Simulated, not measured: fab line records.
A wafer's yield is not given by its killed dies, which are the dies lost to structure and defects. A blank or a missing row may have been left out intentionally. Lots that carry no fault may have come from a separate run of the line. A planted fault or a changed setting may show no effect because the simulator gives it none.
Split-lot study || flow n5_finfet || 7 lots, 39 wafers read, on a route of 1938 steps

## ON THE SPLIT
At N5_BEOL_M12_DEP_53 (deposits SiCN from 3MS/NH3, target thk 30 nm, time 10.5 s), the setting target_thk_a was moved away from the recipe's 300 angstrom on 12 of the 39 wafers read, by -28.9% to +21.9%. For the rest of the wafers, this setting stayed at what the recipe calls for.

The reading is taken at the split's own step.

## THE READING
SiCN_of_BEOL_M12_DEP_53.thk_nm (the simulator's own value, which no gauge read), in nm, at N5_BEOL_M12_DEP_53 (deposits SiCN from 3MS/NH3, target thk 30 nm, time 10.5 s). There is no usual value for it anywhere in the file. The 27 wafers here that ran the recipe average 30.1 nm, standard deviation 0.47 nm.

{"wafer": "L081.1", "tool, chamber at the split": "pecvd-02, 2", "target_thk_a as run, angstrom": 213.3, "against the recipe": "-28.9%", "SiCN_of_BEOL_M12_DEP_53.thk_nm, nm": 21, "against lot-mates on the recipe": -9.5}
{"wafer": "L081.2", "tool, chamber at the split": "pecvd-02, 1", "target_thk_a as run, angstrom": 300, "against the recipe": "recipe", "SiCN_of_BEOL_M12_DEP_53.thk_nm, nm": 30.2, "against lot-mates on the recipe": "-"}
{"wafer": "L081.3", "tool, chamber at the split": "pecvd-02, 0", "target_thk_a as run, angstrom": 213.3, "against the recipe": "-28.9%", "SiCN_of_BEOL_M12_DEP_53.thk_nm, nm": 20.4, "against lot-mates on the recipe": -10.1}
{"wafer": "L081.4", "tool, chamber at the split": "pecvd-02, 1", "target_thk_a as run, angstrom": 300, "against the recipe": "recipe", "SiCN_of_BEOL_M12_DEP_53.thk_nm, nm": 30.8, "against lot-mates on the recipe": "-"}
{"wafer": "L081.5", "tool, chamber at the split": "pecvd-02, 0", "target_thk_a as run, angstrom": 213.3, "against the recipe": "-28.9%", "SiCN_of_BEOL_M12_DEP_53.thk_nm, nm": 20.8, "against lot-mates on the recipe": -9.7}
{"wafer": "L081.6", "tool, chamber at the split": "pecvd-02, 2", "target_thk_a as run, angstrom": 300, "against the recipe": "recipe", "SiCN_of_BEOL_M12_DEP_53.thk_nm, nm": 30.4, "against lot-mates on the recipe": "-"}
{"wafer": "L086.1", "tool, chamber at the split": "pecvd-04, 2", "target_thk_a as run, angstrom": 346.5, "against the recipe": "+15.5%", "SiCN_of_BEOL_M12_DEP_53.thk_nm, nm": 34.4, "against lot-mates on the recipe": "+4.5"}
{"wafer": "L086.2", "tool, chamber at the split": "pecvd-04, 1", "target_thk_a as run, angstrom": 300, "against the recipe": "recipe", "SiCN_of_BEOL_M12_DEP_53.thk_nm, nm": 29.6, "against lot-mates on the recipe": "-"}
{"wafer": "L086.3", "tool, chamber at the split": "pecvd-04, 0", "target_thk_a as run, angstrom": 346.5, "against the recipe": "+15.5%", "SiCN_of_BEOL_M12_DEP_53.thk_nm, nm": 35, "against lot-mates on the recipe": "+5.1"}
{"wafer": "L086.4", "tool, chamber at the split": "pecvd-04, 1", "target_thk_a as run, angstrom": 300, "against the recipe": "recipe", "SiCN_of_BEOL_M12_DEP_53.thk_nm, nm": 29.8, "against lot-mates on the recipe": "-"}
{"wafer": "L086.5", "tool, chamber at the split": "pecvd-04, 0", "target_thk_a as run, angstrom": 346.5, "against the recipe": "+15.5%", "SiCN_of_BEOL_M12_DEP_53.thk_nm, nm": 35.6, "against lot-mates on the recipe": "+5.7"}
{"wafer": "L086.6", "tool, chamber at the split": "pecvd-04, 2", "target_thk_a as run, angstrom": 300, "against the recipe": "recipe", "SiCN_of_BEOL_M12_DEP_53.thk_nm, nm": 30.2, "against lot-mates on the recipe": "-"}
{"wafer": "L090.1", "tool, chamber at the split": "pecvd-04, 0", "target_thk_a as run, angstrom": 300, "against the recipe": "recipe", "SiCN_of_BEOL_M12_DEP_53.thk_nm, nm": 29.8, "against lot-mates on the recipe": "-"}
{"wafer": "L090.2", "tool, chamber at the split": "pecvd-04, 2", "target_thk_a as run, angstrom": 365.8, "against the recipe": "+21.9%", "SiCN_of_BEOL_M12_DEP_53.thk_nm, nm": 36.2, "against lot-mates on the recipe": "+6.1"}
{"wafer": "L090.3", "tool, chamber at the split": "pecvd-04, 0", "target_thk_a as run, angstrom": 365.8, "against the recipe": "+21.9%", "SiCN_of_BEOL_M12_DEP_53.thk_nm, nm": 36.8, "against lot-mates on the recipe": "+6.7"}
{"wafer": "L090.4", "tool, chamber at the split": "pecvd-04, 2", "target_thk_a as run, angstrom": 300, "against the recipe": "recipe", "SiCN_of_BEOL_M12_DEP_53.thk_nm, nm": 30.4, "against lot-mates on the recipe": "-"}
{"wafer": "L090.5", "tool, chamber at the split": "pecvd-04, 2", "target_thk_a as run, angstrom": 300, "against the recipe": "recipe", "SiCN_of_BEOL_M12_DEP_53.thk_nm, nm": 30.2, "against lot-mates on the recipe": "-"}
{"wafer": "L090.6", "tool, chamber at the split": "pecvd-04, 0", "target_thk_a as run, angstrom": 365.8, "against the recipe": "+21.9%", "SiCN_of_BEOL_M12_DEP_53.thk_nm, nm": 37, "against lot-mates on the recipe": "+6.9"}
{"wafer": "L092.1", "tool, chamber at the split": "pecvd-02, 2", "target_thk_a as run, angstrom": 300, "against the recipe": "recipe", "SiCN_of_BEOL_M12_DEP_53.thk_nm, nm": 29.6, "against lot-mates on the recipe": "-"}
{"wafer": "L092.3", "tool, chamber at the split": "pecvd-02, 1", "target_thk_a as run, angstrom": 300, "against the recipe": "recipe", "SiCN_of_BEOL_M12_DEP_53.thk_nm, nm": 30.2, "against lot-mates on the recipe": "-"}
{"wafer": "L092.4", "tool, chamber at the split": "pecvd-02, 2", "target_thk_a as run, angstrom": 300, "against the recipe": "recipe", "SiCN_of_BEOL_M12_DEP_53.thk_nm, nm": 30.4, "against lot-mates on the recipe": "-"}
{"wafer": "L095.1", "tool, chamber at the split": "pecvd-01, 0", "target_thk_a as run, angstrom": 236.7, "against the recipe": "-21.1%", "SiCN_of_BEOL_M12_DEP_53.thk_nm, nm": 23.8, "against lot-mates on the recipe": -6.9}
{"wafer": "L095.2", "tool, chamber at the split": "pecvd-01, 1", "target_thk_a as run, angstrom": 300, "against the recipe": "recipe", "SiCN_of_BEOL_M12_DEP_53.thk_nm, nm": 30.4, "against lot-mates on the recipe": "-"}
{"wafer": "L095.3", "tool, chamber at the split": "pecvd-01, 2,0", "target_thk_a as run, angstrom": 236.7, "against the recipe": "-21.1%", "SiCN_of_BEOL_M12_DEP_53.thk_nm, nm": 24, "against lot-mates on the recipe": -6.7}
{"wafer": "L095.6", "tool, chamber at the split": "pecvd-01, 2,0", "target_thk_a as run, angstrom": 236.7, "against the recipe": "-21.1%", "SiCN_of_BEOL_M12_DEP_53.thk_nm, nm": 24, "against lot-mates on the recipe": -6.7}
{"wafer": "L095.4", "tool, chamber at the split": "pecvd-01, 2", "target_thk_a as run, angstrom": 300, "against the recipe": "recipe", "SiCN_of_BEOL_M12_DEP_53.thk_nm, nm": 31, "against lot-mates on the recipe": "-"}
{"wafer": "L095.5", "tool, chamber at the split": "pecvd-01, 1", "target_thk_a as run, angstrom": 300, "against the recipe": "recipe", "SiCN_of_BEOL_M12_DEP_53.thk_nm, nm": 30.8, "against lot-mates on the recipe": "-"}
{"wafer": "L096.1", "tool, chamber at the split": "pecvd-04, 0", "target_thk_a as run, angstrom": 300, "against the recipe": "recipe", "SiCN_of_BEOL_M12_DEP_53.thk_nm, nm": 30, "against lot-mates on the recipe": "-"}
{"wafer": "L096.2", "tool, chamber at the split": "pecvd-04, 1", "target_thk_a as run, angstrom": 300, "against the recipe": "recipe", "SiCN_of_BEOL_M12_DEP_53.thk_nm, nm": 29.4, "against lot-mates on the recipe": "-"}
{"wafer": "L096.3", "tool, chamber at the split": "pecvd-04, 2,1", "target_thk_a as run, angstrom": 300, "against the recipe": "recipe", "SiCN_of_BEOL_M12_DEP_53.thk_nm, nm": 29.6, "against lot-mates on the recipe": "-"}
{"wafer": "L096.5", "tool, chamber at the split": "pecvd-04, 2,1", "target_thk_a as run, angstrom": 300, "against the recipe": "recipe", "SiCN_of_BEOL_M12_DEP_53.thk_nm, nm": 29.6, "against lot-mates on the recipe": "-"}
{"wafer": "L096.4", "tool, chamber at the split": "pecvd-04, 0,2", "target_thk_a as run, angstrom": 300, "against the recipe": "recipe", "SiCN_of_BEOL_M12_DEP_53.thk_nm, nm": 30.2, "against lot-mates on the recipe": "-"}
{"wafer": "L096.6", "tool, chamber at the split": "pecvd-04, 0,2", "target_thk_a as run, angstrom": 300, "against the recipe": "recipe", "SiCN_of_BEOL_M12_DEP_53.thk_nm, nm": 30.2, "against lot-mates on the recipe": "-"}
{"wafer": "L097.1", "tool, chamber at the split": "pecvd-02, 0", "target_thk_a as run, angstrom": 300, "against the recipe": "recipe", "SiCN_of_BEOL_M12_DEP_53.thk_nm, nm": 29.2, "against lot-mates on the recipe": "-"}
{"wafer": "L097.2", "tool, chamber at the split": "pecvd-02, 1", "target_thk_a as run, angstrom": 300, "against the recipe": "recipe", "SiCN_of_BEOL_M12_DEP_53.thk_nm, nm": 30.2, "against lot-mates on the recipe": "-"}
{"wafer": "L097.3", "tool, chamber at the split": "pecvd-02, 2", "target_thk_a as run, angstrom": 300, "against the recipe": "recipe", "SiCN_of_BEOL_M12_DEP_53.thk_nm, nm": 29.8, "against lot-mates on the recipe": "-"}
{"wafer": "L097.4", "tool, chamber at the split": "pecvd-02, 2", "target_thk_a as run, angstrom": 300, "against the recipe": "recipe", "SiCN_of_BEOL_M12_DEP_53.thk_nm, nm": 30.6, "against lot-mates on the recipe": "-"}
{"wafer": "L097.5", "tool, chamber at the split": "pecvd-02, 1", "target_thk_a as run, angstrom": 300, "against the recipe": "recipe", "SiCN_of_BEOL_M12_DEP_53.thk_nm, nm": 31, "against lot-mates on the recipe": "-"}
{"wafer": "L097.6", "tool, chamber at the split": "pecvd-02, 0", "target_thk_a as run, angstrom": 300, "against the recipe": "recipe", "SiCN_of_BEOL_M12_DEP_53.thk_nm, nm": 30, "against lot-mates on the recipe": "-"}
When a row names more than one chamber, that row covers several wafers, and the file does not tell which wafer ran in which chamber.

THE FIT
A straight line over all 39 wafers: SiCN_of_BEOL_M12_DEP_53.thk_nm changes by +0.31 nm for each +1% of target_thk_a; r = +0.99; the points scatter about the line by 0.47 nm.
The same after taking each lot's own level away (the mean of its wafers on the recipe; 39 wafers): +0.323 nm for each +1%; r = +1.00; scatter 0.41 nm.
Per that fit: largest target_thk_a move, reading shift of 9.3 nm.
The lots' own levels span 29.83 to 30.73 nm, that is 1.9 times the standard deviation above.
Consequently the slope shifts little with the lot-to-lot level, the two slopes agreeing.
Check: for one of the wafers moved furthest among these (-28.9%), held out of the fit, the line's prediction against its lot-mates is -9.39 nm. It came out at -9.47 nm against them.

## THESE WAFERS: OTHER SPLITS
These wafers also went through other splits before the reading. Each is held against what the fit with the lots' levels taken away leaves over:
{"other split on the same wafers": "N5_BEOL_M5_HM_DEP_02 target_thk_a", "wafers away from the commonest value": 12, "r with SiCN_of_BEOL_M12_DEP_53.thk_nm (lot level and that fit taken away)": "+0.06"}
{"other split on the same wafers": "N5_BEOL_M6_ETCH_62 time_s", "wafers away from the commonest value": 18, "r with SiCN_of_BEOL_M12_DEP_53.thk_nm (lot level and that fit taken away)": "+0.13"}

## THE FILE'S OWN FIT
SiCN_of_BEOL_M12_DEP_53.thk_nm changes by +0.324 nm for each +1% of target_thk_a, r = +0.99.
